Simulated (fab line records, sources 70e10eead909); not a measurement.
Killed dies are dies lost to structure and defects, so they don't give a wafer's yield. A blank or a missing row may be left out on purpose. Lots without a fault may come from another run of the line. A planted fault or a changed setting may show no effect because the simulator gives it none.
Which tool did it? | flow nand_harc | 24 lots, 72 wafers sampled, at 5 steps of a route of 1302

WHAT THE GAUGES READ, wafer by wafer
NHARC_A_SGD_CUT_THK_MEAS_22: measures by ellipsometry. Usual: thk_nm 148.2 nm, standard deviation 1.3.
lot  | measured     | on            | thk_nm (nm)       | flag
L074 | day 19 05:30 | film_metro-01 | 147.6 147.2 148.0 |
L075 | day 20 00:31 | film_metro-02 | 147.5 148.4 148.3 |
L076 | day 20 00:31 | film_metro-01 | 149.3 149.4 151.1 |
L077 | day 20 10:25 | film_metro-02 | 145.6 148.9 147.9 |
L078 | day 20 23:40 | film_metro-02 | 147.2 149.4 147.7 |
L079 | day 21 03:01 | film_metro-02 | 147.8 147.1 148.9 |
L080 | day 21 21:13 | film_metro-02 | 148.7 149.1 151.6 |
L081 | day 22 13:27 | film_metro-02 | 147.7 150.6 148.7 |
L083 | day 22 22:47 | film_metro-01 | 148.0 147.2 148.8 |
L082 | day 22 22:47 | film_metro-02 | 148.6 144.1 148.0 |
L085 | day 24 02:10 | film_metro-02 | 150.3 147.8 146.7 |
L084 | day 24 02:10 | film_metro-01 | 147.9 148.3 149.2 |
L087 | day 24 06:52 | film_metro-01 | 149.8 148.4 149.4 |
L089 | day 24 16:43 | film_metro-01 | 146.8 146.6 147.9 |
L086 | day 24 16:43 | film_metro-02 | 149.8 146.7 148.5 |
L088 | day 24 16:43 | film_metro-01 | 148.0 149.1 146.9 |
L091 | day 26 04:11 | film_metro-01 | 148.7 149.2 148.9 |
L090 | day 26 04:11 | film_metro-02 | 148.0 148.8 146.7 |
L092 | day 26 11:35 | film_metro-02 | 147.2 148.7 147.7 |
L094 | day 27 07:23 | film_metro-01 | 145.8 146.7 147.7 |
L093 | day 27 07:23 | film_metro-02 | 149.2 148.8 148.9 |
L096 | day 28 03:37 | film_metro-01 | 149.5 149.0 148.6 |
L095 | day 28 03:37 | film_metro-02 | 146.2 148.0 149.0 |
L097 | day 29 13:17 | film_metro-02 | 150.5 149.4 151.5 |

NHARC_A_SLIT_INSPECT_11. Usual: raw_defect_count 53, standard deviation 24.
lot  | measured     | on                | raw_defect_count | flag
L074 | day 19 12:40 | defect_inspect-01 | 104 118 94       |
L075 | day 20 06:04 | defect_inspect-02 | 109 119 114      |
L076 | day 20 07:01 | defect_inspect-02 | 21 28 20         |
L077 | day 20 15:54 | defect_inspect-02 | 60 65 53         |
L078 | day 21 07:52 | defect_inspect-02 | 29 29 21         |
L079 | day 21 15:41 | defect_inspect-02 | 64 47 72         |
L080 | day 22 05:35 | defect_inspect-01 | 73 68 55         |
L081 | day 22 18:52 | defect_inspect-01 | 30 21 28         |
L083 | day 23 06:10 | defect_inspect-01 | 73 75 83         |
L082 | day 23 04:50 | defect_inspect-01 | 72 95 70         |
L085 | day 24 09:58 | defect_inspect-02 | 61 60 59         |
L084 | day 24 07:41 | defect_inspect-01 | 31 34 33         |
L087 | day 24 18:17 | defect_inspect-01 | 46 27 31         |
L089 | day 24 23:19 | defect_inspect-01 | 59 48 67         |
L086 | day 24 22:22 | defect_inspect-02 | 30 28 21         |
L088 | day 24 22:12 | defect_inspect-01 | 42 45 51         |
L091 | day 26 12:16 | defect_inspect-02 | 51 54 56         |
L090 | day 26 14:00 | defect_inspect-02 | 19 18 24         |
L092 | day 27 01:55 | defect_inspect-01 | 47 40 54         |
L094 | day 27 13:27 | defect_inspect-02 | 58 61 69         |
L093 | day 27 14:38 | defect_inspect-01 | 59 72 64         |
L096 | day 28 09:04 | defect_inspect-02 | 55 63 40         |
L095 | day 28 09:47 | defect_inspect-01 | 26 36 32         |
L097 | day 29 20:13 | defect_inspect-02 | 33 39 34         |

WHICH TOOL RAN EACH LOT (tool, then ch and the chambers of the sampled wafers, then the start)
lot  | NHARC_A_STAIRCASE_DEP_322       | NHARC_A_SGD_CUT_ETCH_59                       | NHARC_A_SGD_CUT_STRIP_17
L074 | pecvd-04 ch 0,1, day 17 23:40   | rie_diel-09 ch 1,2,3, day 19 05:30 or earlier | rie_diel-09 ch 1,2,3, day 19 05:30 or earlier
L075 | pecvd-03 ch 0,2, day 18 15:39   | rie_diel-09 ch 1,2, day 20 00:31 or earlier   | rie_diel-09 ch 0,1,3, day 20 00:31 or earlier
L076 | pecvd-04 ch 1,2, day 18 15:44   | rie_diel-02 ch 0,1,2, day 20 00:31 or earlier | rie_diel-02 ch 0,2,3, day 20 00:31 or earlier
L077 | pecvd-02 ch 0,2, day 19 01:53   | rie_diel-02 ch 1,2,3, day 20 10:25 or earlier | rie_diel-02 ch 1,2,3, day 20 10:25 or earlier
L078 | pecvd-02 ch 1,2, day 19 11:49   | rie_diel-02 ch 0,2, day 20 23:40 or earlier   | rie_diel-02 ch 1,3, day 20 23:40 or earlier
L079 | pecvd-02 ch 1,2, day 19 18:44   | rie_diel-09 ch 0,1,3, day 21 03:01 or earlier | rie_diel-09 ch 0,2,3, day 21 03:01 or earlier
L080 | pecvd-02 ch 0,2, day 20 08:52   | rie_diel-11 ch 0,2, day 21 21:13 or earlier   | rie_diel-11 ch 0,2,3, day 21 21:13 or earlier
L081 | pecvd-02 ch 0,1,2, day 20 22:20 | rie_diel-02 ch 0,3, day 22 13:27 or earlier   | rie_diel-02 ch 1,2,3, day 22 13:27 or earlier
L083 | pecvd-02 ch 1,2, day 21 13:31   | rie_diel-09 ch 0,2, day 22 22:47 or earlier   | rie_diel-09 ch 0,1,2, day 22 22:47 or earlier
L082 | pecvd-03 ch 0,1,2, day 21 13:53 | rie_diel-11 ch 1,2, day 22 22:47 or earlier   | rie_diel-11 ch 0,2,3, day 22 22:47 or earlier
L085 | pecvd-03 ch 0,1,2, day 22 15:09 | rie_diel-09 ch 0,3, day 24 02:10 or earlier   | rie_diel-09 ch 1,3, day 24 02:10 or earlier
L084 | pecvd-04 ch 0,1,2, day 22 15:09 | rie_diel-02 ch 0,2,3, day 24 02:10 or earlier | rie_diel-02 ch 0,1,3, day 24 02:10 or earlier
L087 | pecvd-02 ch 0,1,2, day 22 21:38 | rie_diel-09 ch 0,1,3, day 24 06:52 or earlier | rie_diel-09 ch 0,1,3, day 24 06:52 or earlier
L089 | pecvd-02 ch 0,1, day 23 09:07   | rie_diel-09 ch 1,2,3, day 24 16:43 or earlier | rie_diel-09 ch 1,2,3, day 24 16:43 or earlier
L086 | pecvd-03 ch 0,1, day 23 09:07   | rie_diel-09 ch 1,2,3, day 24 16:43 or earlier | rie_diel-09 ch 0,1,2, day 24 16:43 or earlier
L088 | pecvd-04 ch 0,1,2, day 23 09:13 | rie_diel-02 ch 0,2, day 24 16:43 or earlier   | rie_diel-02 ch 2,3, day 24 16:43 or earlier
L091 | pecvd-04 ch 0,1,2, day 24 21:18 | rie_diel-11 ch 0,1, day 26 04:11 or earlier   | rie_diel-11 ch 0,2,3, day 26 04:11 or earlier
L090 | pecvd-03 ch 0,2, day 24 21:23   | rie_diel-02 ch 0,1,2, day 26 04:11 or earlier | rie_diel-02 ch 0,1,3, day 26 04:11 or earlier
L092 | pecvd-02 ch 0,2, day 25 04:27   | rie_diel-11 ch 1,2, day 26 11:35 or earlier   | rie_diel-11 ch 0,1,2, day 26 11:35 or earlier
L094 | pecvd-03 ch 0,1, day 25 21:39   | rie_diel-09 ch 1,2,3, day 27 07:23 or earlier | rie_diel-09 ch 0,1,3, day 27 07:23 or earlier
L093 | pecvd-04 ch 0,1, day 25 21:44   | rie_diel-11 ch 0,1,3, day 27 07:23 or earlier | rie_diel-11 ch 0,1, day 27 07:23 or earlier
L096 | pecvd-03 ch 0,1,2, day 26 17:16 | rie_diel-11 ch 1,2, day 28 03:37 or earlier   | rie_diel-11 ch 0,2, day 28 03:37 or earlier
L095 | pecvd-02 ch 0,1,2, day 26 17:16 | rie_diel-09 ch 1,3, day 28 03:37 or earlier   | rie_diel-09 ch 0,1,3, day 28 03:37 or earlier
L097 | pecvd-03 ch 0,2, day 28 02:50   | rie_diel-11 ch 2,3, day 29 13:17 or earlier   | rie_diel-11 ch 0,1, day 29 13:17 or earlier
- NHARC_A_STAIRCASE_DEP_322: deposits SiO2, target thk 7200 nm.
- NHARC_A_SGD_CUT_ETCH_59: etches the open film in N2/H2, target depth 260 nm, time 406.25 s.
- NHARC_A_SGD_CUT_STRIP_17: strips in O2.

WHAT THE TOOLS THEMSELVES READ (means of the sampled wafers that have a number; where no wafer has one, the mark that the record gives instead)
NHARC_A_STAIRCASE_DEP_322. Usual: heater_power_outer_w 372 W, standard deviation 57; heater_power_w 644 W, standard deviation 85; rf_fwd_power_W 499.4 W, standard deviation 1.6.
lot  | tool     | heater_power_outer_w (W) | heater_power_w (W) | rf_fwd_power_W (W) | flag
L074 | pecvd-04 | 382                      | 631                | 499.8              |
L075 | pecvd-03 | 359                      | 632                | 499.3              |
L076 | pecvd-04 | 370                      | 621                | 499.7              |
L077 | pecvd-02 | 424                      | 733                | 497.9              |
L078 | pecvd-02 | 320                      | 557                | 497.7              |
L079 | pecvd-02 | 384                      | 661                | 500.3              |
L080 | pecvd-02 | 429                      | 739                | 501.2              |
L081 | pecvd-02 | 344                      | 602                | 497.4              |
L083 | pecvd-02 | 335                      | 589                | 500.2              |
L082 | pecvd-03 | 342                      | 604                | 497.3              |
L085 | pecvd-03 | 360                      | 637                | 499.9              |
L084 | pecvd-04 | 385                      | 643                | 501.2              |
L087 | pecvd-02 | 340                      | 612                | 499.3              |
L089 | pecvd-02 | 422                      | 725                | 499.2              |
L086 | pecvd-03 | 362                      | 656                | 498.8              |
L088 | pecvd-04 | 377                      | 621                | 498.7              |
L091 | pecvd-04 | 384                      | 643                | 500.9              |
L090 | pecvd-03 | 354                      | 614                | 500.0              |
L092 | pecvd-02 | 416                      | 722                | 500.4              |
L094 | pecvd-03 | 362                      | 671                | 500.1              |
L093 | pecvd-04 | 379                      | 633                | 497.8              |
L096 | pecvd-03 | 358                      | 646                | 499.9              |
L095 | pecvd-02 | 363                      | 644                | 498.7              |
L097 | pecvd-03 | 394                      | 680                | 498.2              |

NHARC_A_SGD_CUT_ETCH_59. Usual: drypump_motor_current_A 5.6 A, standard deviation 0.45; oes_product_au 0.999 a.u., standard deviation 0.012; rf_fwd_power_W 399.3 W, standard deviation 1.3; rf_vpp_V 430.7 V, standard deviation 2.7; showerhead_plenum_p_Torr 2.04 Torr, standard deviation 0.098; throttle_valve_pct 14.169 %, standard deviation 0.0095.
lot  | tool        | drypump_motor_current_A (A) | oes_product_au (a.u.) | rf_fwd_power_W (W) | rf_vpp_V (V) | showerhead_plenum_p_Torr (Torr) | throttle_valve_pct (%) | flag
L074 | rie_diel-09 | 5.3                         | 1.008                 | 399.1              | 432.3        | 2.09                            | 14.171                 |
L075 | rie_diel-09 | 5.6                         | 1.003                 | 400.7              | 431.9        | 2.05                            | 14.175                 |
L076 | rie_diel-02 | 5.8                         | 1.000                 | 401.7              | 432.0        | 2.12                            | 14.162                 |
L077 | rie_diel-02 | 5.7                         | 1.011                 | 399.4              | 431.6        | 2.08                            | 14.174                 |
L078 | rie_diel-02 | 5.4                         | 0.993                 | 400.2              | 433.4        | 2.13                            | 14.167                 |
L079 | rie_diel-09 | 5.4                         | 1.001                 | 398.0              | 429.6        | 2.02                            | 14.175                 |
L080 | rie_diel-11 | 5.6                         | 1.000                 | 399.7              | 428.2        | 1.97                            | 14.180                 |
L081 | rie_diel-02 | 5.9                         | 1.006                 | 399.8              | 429.0        | 1.98                            | 14.178                 |
L083 | rie_diel-09 | 5.5                         | 0.995                 | 398.8              | 429.2        | 2.01                            | 14.159                 |
L082 | rie_diel-11 | 6.4                         | 0.984                 | 399.7              | 430.6        | 2.04                            | 14.164                 |
L085 | rie_diel-09 | 5.3                         | 1.000                 | 398.5              | 430.0        | 2.00                            | 14.176                 |
L084 | rie_diel-02 | 5.7                         | 0.993                 | 398.7              | 431.0        | 2.03                            | 14.179                 |
L087 | rie_diel-09 | 5.4                         | 0.999                 | 399.6              | 429.3        | 2.02                            | 14.169                 |
L089 | rie_diel-09 | 5.3                         | 1.009                 | 398.9              | 431.6        | 2.09                            | 14.164                 |
L086 | rie_diel-09 | 5.3                         | 1.009                 | 399.5              | 430.8        | 2.09                            | 14.169                 |
L088 | rie_diel-02 | 5.5                         | 0.983                 | 399.5              | 432.7        | 2.13                            | 14.169                 |
L091 | rie_diel-11 | 6.3                         | 0.980                 | 399.1              | 428.3        | 1.97                            | 14.166                 |
L090 | rie_diel-02 | 5.8                         | 1.000                 | 399.0              | 432.0        | 2.11                            | 14.165                 |
L092 | rie_diel-11 | 6.2                         | 0.985                 | 399.1              | 431.4        | 2.06                            | 14.166                 |
L094 | rie_diel-09 | 5.3                         | 1.013                 | 398.9              | 431.6        | 2.09                            | 14.176                 |
L093 | rie_diel-11 | 5.8                         | 0.999                 | 398.3              | 430.1        | 2.02                            | 14.171                 |
L096 | rie_diel-11 | 6.2                         | 0.997                 | 399.4              | 431.6        | 2.06                            | 14.164                 |
L095 | rie_diel-09 | 5.4                         | 1.003                 | 399.4              | 430.7        | 2.04                            | 14.175                 |
L097 | rie_diel-11 | 5.6                         | 1.003                 | 399.2              | 432.9        | 2.13                            | 14.174                 |

NHARC_A_SGD_CUT_STRIP_17. Usual: drypump_motor_current_A 5.7 A, standard deviation 0.43; oes_product_au 0.999 a.u., standard deviation 0.012; rf_vpp_V 57.8 V, standard deviation 0.84; showerhead_plenum_p_Torr 3.54 Torr, standard deviation 0.15; throttle_valve_pct 17.037 %, standard deviation 0.0087.
lot  | tool        | drypump_motor_current_A (A) | oes_product_au (a.u.) | rf_vpp_V (V) | showerhead_plenum_p_Torr (Torr) | throttle_valve_pct (%) | flag
L074 | rie_diel-09 | 5.3                         | 1.005                 | 57.9         | 3.61                            | 17.043                 |
L075 | rie_diel-09 | 5.4                         | 1.002                 | 58.1         | 3.50                            | 17.036                 |
L076 | rie_diel-02 | 5.6                         | 0.993                 | 57.5         | 3.52                            | 17.035                 |
L077 | rie_diel-02 | 5.7                         | 0.999                 | 58.1         | 3.60                            | 17.039                 |
L078 | rie_diel-02 | 6.0                         | 1.022                 | 57.3         | 3.58                            | 17.043                 |
L079 | rie_diel-09 | 5.3                         | 1.002                 | 57.5         | 3.58                            | 17.045                 |
L080 | rie_diel-11 | 5.6                         | 0.995                 | 57.6         | 3.54                            | 17.030                 |
L081 | rie_diel-02 | 5.8                         | 0.999                 | 56.7         | 3.59                            | 17.028                 |
L083 | rie_diel-09 | 5.5                         | 1.008                 | 58.1         | 3.51                            | 17.035                 |
L082 | rie_diel-11 | 5.6                         | 0.998                 | 57.7         | 3.54                            | 17.041                 |
L085 | rie_diel-09 | 5.2                         | 1.008                 | 58.3         | 3.60                            | 17.038                 |
L084 | rie_diel-02 | 6.0                         | 1.001                 | 57.6         | 3.50                            | 17.033                 |
L087 | rie_diel-09 | 5.4                         | 1.000                 | 58.3         | 3.50                            | 17.040                 |
L089 | rie_diel-09 | 5.3                         | 1.010                 | 58.3         | 3.61                            | 17.036                 |
L086 | rie_diel-09 | 5.5                         | 1.008                 | 57.9         | 3.51                            | 17.046                 |
L088 | rie_diel-02 | 5.4                         | 0.982                 | 58.5         | 3.61                            | 17.028                 |
L091 | rie_diel-11 | 5.6                         | 0.996                 | 57.7         | 3.54                            | 17.031                 |
L090 | rie_diel-02 | 6.0                         | 1.004                 | 57.8         | 3.50                            | 17.031                 |
L092 | rie_diel-11 | 6.0                         | 0.992                 | 57.3         | 3.47                            | 17.042                 |
L094 | rie_diel-09 | 5.4                         | 1.004                 | 58.3         | 3.50                            | 17.035                 |
L093 | rie_diel-11 | 5.8                         | 0.980                 | 57.2         | 3.37                            | 17.040                 |
L096 | rie_diel-11 | 5.6                         | 0.995                 | 57.8         | 3.41                            | 17.033                 |
L095 | rie_diel-09 | 5.4                         | 0.999                 | 58.0         | 3.50                            | 17.032                 |
L097 | rie_diel-11 | 6.3                         | 0.978                 | 56.6         | 3.42                            | 17.043                 |

THE ANSWER, worked out from the rows above alone
Rule: a lot is off if the mean of its wafers that have a number lies more than 3 standard deviations from the usual mean. A lot without any number at a reading at which 4 lots or more have one is off too. The other lots that the step has rows for count as sound. The gauges are gone through in route order, then the tools' own readings, and for those a lot's mean is taken as printed above. The first step at which some lot is off is used, and at that step the reading that is off furthest; a lot without a number counts as furthest.
No lot is off at any reading shown: from this, nothing can be told.

WHAT THE SIMULATOR HAD PUT IN
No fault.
